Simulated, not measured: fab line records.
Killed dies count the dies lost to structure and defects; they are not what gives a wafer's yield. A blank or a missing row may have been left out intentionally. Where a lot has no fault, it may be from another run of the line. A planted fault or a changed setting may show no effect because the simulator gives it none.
Struck lot and sound lot, side by side	flow n5 finfet	37 steps out of a route of 1938
Sound: wafers L401.2, L401.4, L401.5. Struck: wafer L413.2 (left out: L413.1, L413.4 of the same lot, which were not struck); the cause appears at the end.
For every step that has rows: the tool of each side, followed by ch and its chambers, followed by its first start. Under that, the readings that differ: sound wafers	struck wafers	difference of the means	sigmas: that difference in standard deviations of wafers without a fault.
alike: readings whose means differ by less than 2 such deviations, and words and numbers that are the same on both sides. not compared: withheld readings, readings that some wafer has no value for, bounds like >300 that may hide the same value, and numbers for which the record gives no deviation and whose values overlap.
Wherever a step has rows on one side only, a row that says differs or no value, or a row with sigmas, the two part there. When numbers do not overlap yet have no deviation, they are printed without sigmas and do not part them. A reading that every wafer of one side lacks parts them only if that side has two wafers or more.

first, 10 steps without rows for these wafers: N5_BEOL_M4_ETCH_41 (etches SiCN in CH3F/O2, target depth 29.9 nm, time 52.5 s); N5_BEOL_M4_STRIP_97 (strips in N2/H2, time 10 s); N5_BEOL_M4_HM_STRIP_39 (strips TiN in peroxide tin strip, target depth 25 nm, time 158 s); N5_BEOL_M4_SRD_40 (time 30 s); N5_BEOL_M4_PRECLEAN_42 (cleans in residue remover, time 60 s); N5_BEOL_M4_SRD_43 (time 30 s); N5_BEOL_M4_DEGAS_44 (time 60 s); N5_BEOL_M4_PRE_CLEAN_45 (time 30 s); N5_BEOL_M4_ALD_84 (deposits TaN, pulse time 2 s, purge time 3 s, co reactant purge time 2 s); N5_BEOL_M4_SURFACE_TREAT_85.
N5_BEOL_M4_CVD_47: deposits Co from CCTBA/H2, target thk 3 nm, time 223.8 s.
  sound on cvd co-02 ch 0,1, day 10 20:27; struck on cvd co-01 ch 1,2, day 14 00:48
then, 25 steps without rows for these wafers: N5_BEOL_M4_SPUTTER_48 (material Cu, target thk 4.5 nm, time 8.29 s); N5_BEOL_M4_ANNEAL_49 (time 240 s); N5_BEOL_M4_SPUTTER_79 (material Cu, target thk 4.5 nm, time 8.29 s); N5_BEOL_M4_ANNEAL_80 (time 240 s); N5_BEOL_M4_SPUTTER_81 (material Cu, target thk 4.5 nm, time 8.29 s); N5_BEOL_M4_ANNEAL_82 (time 240 s); N5_BEOL_M4_SPUTTER_86 (material Cu, target thk 4.5 nm, time 8.29 s); N5_BEOL_M4_ANNEAL_87 (time 240 s); N5_BEOL_M4_SPUTTER_88 (material Cu, target thk 4.5 nm, time 8.29 s); N5_BEOL_M4_ANNEAL_89 (time 240 s); N5_BEOL_M4_SPUTTER_90 (material Cu, target thk 4.5 nm, time 8.29 s); N5_BEOL_M4_ANNEAL_91 (time 240 s); N5_BEOL_M4_SPUTTER_92 (material Cu, target thk 4.5 nm, time 8.29 s); N5_BEOL_M4_ANNEAL_93 (time 240 s); N5_BEOL_M4_SPUTTER_94 (material Cu, target thk 4.5 nm, time 8.29 s); N5_BEOL_M4_ANNEAL_95 (time 240 s); N5_BEOL_M4_SPUTTER_96 (material Cu, target thk 4.5 nm, time 8.29 s); N5_BEOL_M4_ECD_50 (material Cu, target thk 300 nm); N5_BEOL_M4_ANNEAL_51 (time 90 s); N5_BEOL_M4_CMP_52 (polishes, stops on SiOC, t overpolish 6.8 s, target thk 40 nm); N5_BEOL_M4_PRE_CLEAN_60 (time 15 s); N5_BEOL_M4_CO_CAP_55 (material Co, precursor CCTBA/H2, target thk 2 nm, time 102.1 s); N5_BEOL_M4_PRE_CLEAN_56 (time 15 s); N5_BEOL_M4_DEP_57 (deposits SiCN from 3MS/NH3, target thk 8 nm, time 14 s); N5_BEOL_M5_ILD_DEP_00 (deposits SiCOH lowk from DEMS/porogen, target thk 140.64 nm, time 25.9 s).
-- a jump in the record: the struck wafers' starts before and after are 5 days apart (it breaks off in module BEOL_M5 and resumes in module PASSIVATION, where the first step shown is number 1936 of the route) --
N5_PASSIVATION_PROBE_49:
  struck on prober-01, day 19 03:01; sound on prober-02, day 15 11:11
reading	sound	struck	difference	sigmas
defect limited yield (%)	93.6 90.2 94.4	85.2	-7.5	-5
killed_at_M4_up	11 12 1	114	+106	+19
killed at other	1 0 3	8	+7	+2
killed dies	76 116 66	175	+89	+5
sort_bin_5_function (%)	3.5 5.7 3.0	9.2	+5.1	+6
sort n pass	1104 1064 1114	1005	-89	-5
sort yield pct (%)	93.6 90.2 94.4	85.2	-7.5	-5
  alike: killed_at_M0_to_M3, killed at contacts, killed at front end, killed open, killed short, sort_bin_6_memory

WHERE THEY PART
Only at N5_PASSIVATION_PROBE_49, as far as this record shows.

WHY: whatever the simulator had introduced
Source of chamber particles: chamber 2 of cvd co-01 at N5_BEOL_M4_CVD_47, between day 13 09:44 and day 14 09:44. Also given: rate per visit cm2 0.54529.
